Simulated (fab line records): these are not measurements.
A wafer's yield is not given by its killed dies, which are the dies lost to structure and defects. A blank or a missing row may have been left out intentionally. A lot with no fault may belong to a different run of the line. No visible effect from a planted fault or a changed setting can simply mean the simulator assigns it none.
Split-lot study -- flow n5-finfet -- on a route of 1938 steps: 7 lots, 39 wafers read

SPLIT DETAILS
At N5_BEOL_M7_HM_DEP_02 (deposits TiN, target thk 20 nm), the setting target-thk-a was moved away from the recipe's 200 angstrom on 15 of the 39 wafers read, by -34.4% to +52.3%. This setting was run at the recipe's value on the other wafers.

FROM THE SPLIT TO THE READING: what the file shows between them, 4 steps
- N5_BEOL_M7_COAT_59: time 60 s, resist thk 100 nm
- N5_BEOL_M7_COAT_60: time 60 s, resist thk 35 nm
- N5_BEOL_M7_STRIP_68: strips in N2/H2
- N5_BEOL_M7_STRIP_67: strips in CF4

THE READING
etch.depth-nm (the simulator's own value, which no gauge read), in nm, at N5_BEOL_M7_HM_OPEN_17 (chemistry Cl2/BCl3, target TiN, target depth 20 nm, overetch 6 nm). There is no usual value for it anywhere in the file. Here, 24 wafers ran the recipe; their average is 20.03 nm with a standard deviation of 0.24 nm.

wafer,"tool, chamber at the split","target-thk-a as run, angstrom",against the recipe,"etch.depth-nm, nm",against lot-mates on the recipe
L076.1,"pvd-sputter-02, -",292.3,+46.2%,25.95,+5.76
L076.2,"pvd-sputter-02, -",292.3,+46.2%,26.46,+6.27
L076.3,"pvd-sputter-02, -",200,recipe,20.3,-
L076.4,"pvd-sputter-02, -",200,recipe,20.19,-
L076.5,"pvd-sputter-02, -",292.3,+46.2%,26.23,+6.04
L076.6,"pvd-sputter-02, -",200,recipe,20.07,-
L080.1,"pvd-sputter-01, -",200,recipe,19.87,-
L080.2,"pvd-sputter-01, -",200,recipe,19.71,-
L080.3,"pvd-sputter-01, -",200,recipe,19.84,-
L080.4,"pvd-sputter-01, -",200,recipe,19.93,-
L080.5,"pvd-sputter-01, -",200,recipe,20.06,-
L080.6,"pvd-sputter-01, -",200,recipe,19.97,-
L081.1,"pvd-sputter-01, -",132,-34.0%,12.97,-6.79
L081.2,"pvd-sputter-01, -",200,recipe,19.66,-
L081.3,"pvd-sputter-01, -",132,-34.0%,13.11,-6.65
L081.4,"pvd-sputter-01, -",200,recipe,19.9,-
L081.5,"pvd-sputter-01, -",132,-34.0%,13.17,-6.59
L081.6,"pvd-sputter-01, -",200,recipe,19.73,-
L082.1,"pvd-sputter-03, -",160.3,-19.8%,15.54,-4.17
L082.2,"pvd-sputter-03, -",160.3,-19.8%,15.8,-3.91
L082.3,"pvd-sputter-03, -",200,recipe,19.66,-
L082.4,"pvd-sputter-03, -",160.3,-19.8%,15.83,-3.88
L082.5,"pvd-sputter-03, -",200,recipe,19.82,-
L082.6,"pvd-sputter-03, -",200,recipe,19.64,-
L086.1,"pvd-sputter-02, -",200,recipe,20.25,-
L086.5,"pvd-sputter-02, -",200,recipe,20.17,-
L086.6,"pvd-sputter-02, -",200,recipe,20.3,-
L088.1,"pvd-sputter-01, -",304.7,+52.3%,26.43,+6.25
L088.2,"pvd-sputter-01, -",200,recipe,20.26,-
L088.3,"pvd-sputter-01, -",304.7,+52.3%,26.05,+5.87
L088.4,"pvd-sputter-01, -",200,recipe,20.16,-
L088.5,"pvd-sputter-01, -",200,recipe,20.11,-
L088.6,"pvd-sputter-01, -",304.7,+52.3%,26.56,+6.38
L096.1,"pvd-sputter-02, -",131.2,-34.4%,13.54,-6.81
L096.2,"pvd-sputter-02, -",200,recipe,20.37,-
L096.3,"pvd-sputter-02, -",200,recipe,20.34,-
L096.4,"pvd-sputter-02, -",200,recipe,20.35,-
L096.5,"pvd-sputter-02, -",131.2,-34.4%,13.53,-6.82
L096.6,"pvd-sputter-02, -",131.2,-34.4%,13.41,-6.94

FIT RESULTS
A straight line over all 39 wafers: etch.depth-nm changes by +0.154 nm for each +1% of target-thk-a; r = +0.98; the points scatter about the line by 0.75 nm.
The same after taking each lot's own level away (the mean of its wafers on the recipe; 39 wafers): +0.151 nm for each +1%; r = +0.98; scatter 0.73 nm.
According to that fit, moving target-thk-a by its largest amount changes the reading by 7.9 nm.
Measured against the standard deviation above, the lots' own levels, which go from 19.707 to 20.353 nm, span 2.7 times it.
So the lot-to-lot level changes the slope little: the two slopes agree.
Check: with one of the wafers moved furthest among these (+52.3%) left out of the fit, the line predicts +7.57 nm for it against its lot-mates. It came out at +6.25 nm against them.

THESE WAFERS: OTHER SPLITS
Before the reading, these wafers also passed through other splits. Each is held against what the fit with the lots' levels taken away leaves over:
other split on the same wafers,wafers away from the commonest value,r with etch.depth-nm (lot level and that fit taken away)
N5_ZERO_LAYER_DEVELOP_10 develop-time-s,15,+0.10
N5_FIN_SAQP_ETCH_69 target-depth-a,9,-0.14
N5_MOL_CONTACT_COAG_ETCHBACK_135 time-s,9,-0.09
N5_BEOL_M2_DESCUM_33 time-s,12,+0.27
N5_BEOL_M5_HM_DEP_02 target-thk-a,9,-0.17

THE WHOLE CHAIN: every reading that the file lists as answering this split, in the file's order
step,what it does,reading,change (the file's fit),r (the file's)
N5_BEOL_M7_HM_DEP_02,"deposits TiN, target thk 20 nm","TiN_of_BEOL_M7_HM_DEP_02.thk-nm (the simulator's own value, which no gauge read)",+0.198 nm for each +1% of the setting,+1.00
N5_BEOL_M7_HM_OPEN_17,"chemistry Cl2/BCl3, target TiN, target depth 20 nm, overetch 6 nm","etch.depth-nm (the simulator's own value, which no gauge read)",+0.15 nm for each +1% of the setting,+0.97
N5_BEOL_M7_OCD_MEAS_38,,trench-depth-nm,"not straight: 92.2 at the lowest setting, 93.3 at the recipe, 4.0 at the highest",not given

FILE'S OWN FIT
etch.depth-nm changes by +0.15 nm for each +1% of target-thk-a, r = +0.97.
